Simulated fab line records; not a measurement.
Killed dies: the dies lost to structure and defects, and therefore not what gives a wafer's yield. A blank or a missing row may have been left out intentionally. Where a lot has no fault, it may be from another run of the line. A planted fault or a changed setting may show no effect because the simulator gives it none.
Matching of chambers :: flow n5_finfet :: pecvd-01 running N5_BEOL_M10_ILD_DEP_00: 3 sister chambers
The step deposits SiCOH lowk from DEMS/porogen, target thk 308.51 nm, time 58 s. 3 wafers are shown with their chamber, then 8 later ones without.

== WAFERS, EACH WITH ITS CHAMBER ==
wafer: L084.4
chamber: 2
throttle_valve_pct (%): 13.0

wafer: L086.4
chamber: 1
throttle_valve_pct (%): 13.7

wafer: L091.1
chamber: 0
throttle_valve_pct (%): 13.3

== WAFERS WITH NO CHAMBER GIVEN ==
wafer: L091.4
throttle_valve_pct (%): 13.1

wafer: L091.5
throttle_valve_pct (%): 13.8

wafer: L092.1
throttle_valve_pct (%): 13.8

wafer: L092.2
throttle_valve_pct (%): 13.6

wafer: L092.4
throttle_valve_pct (%): 13.8

wafer: L096.1
throttle_valve_pct (%): 13.5

wafer: L096.2
throttle_valve_pct (%): 13.0

wafer: L096.3
throttle_valve_pct (%): 13.8

== CHAMBER TAKEN BY EACH ==
wafer: L091.4
from the rows above: can't be placed: 2 or 0
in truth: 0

wafer: L091.5
from the rows above: 1
in truth: 1

wafer: L092.1
from the rows above: 1
in truth: 1

wafer: L092.2
from the rows above: can't be placed: 1 or 0
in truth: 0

wafer: L092.4
from the rows above: 1
in truth: 1

wafer: L096.1
from the rows above: can't be placed: 0 or 1
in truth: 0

wafer: L096.2
from the rows above: 2
in truth: 2

wafer: L096.3
from the rows above: 1
in truth: 1
5 of 8 placed correctly. Cannot be placed on the basis of these rows: 3; the candidates contain the true chamber in 3. 0 placed wrongly.
How it was worked out, from the rows above alone: a wafer's distance from a chamber is the root of the sum, over the readings, of the square of ((its reading less the chamber's mean) divided by the reading's scatter). If the next closest chamber is less than 2 further off than the closest, the wafer can't be placed; otherwise it belongs to the closest. A chamber's mean is the mean of its shown wafers. The scatter: with one shown wafer a chamber, the root of the mean of the squares of how far each hidden wafer lies from its nearest shown one.
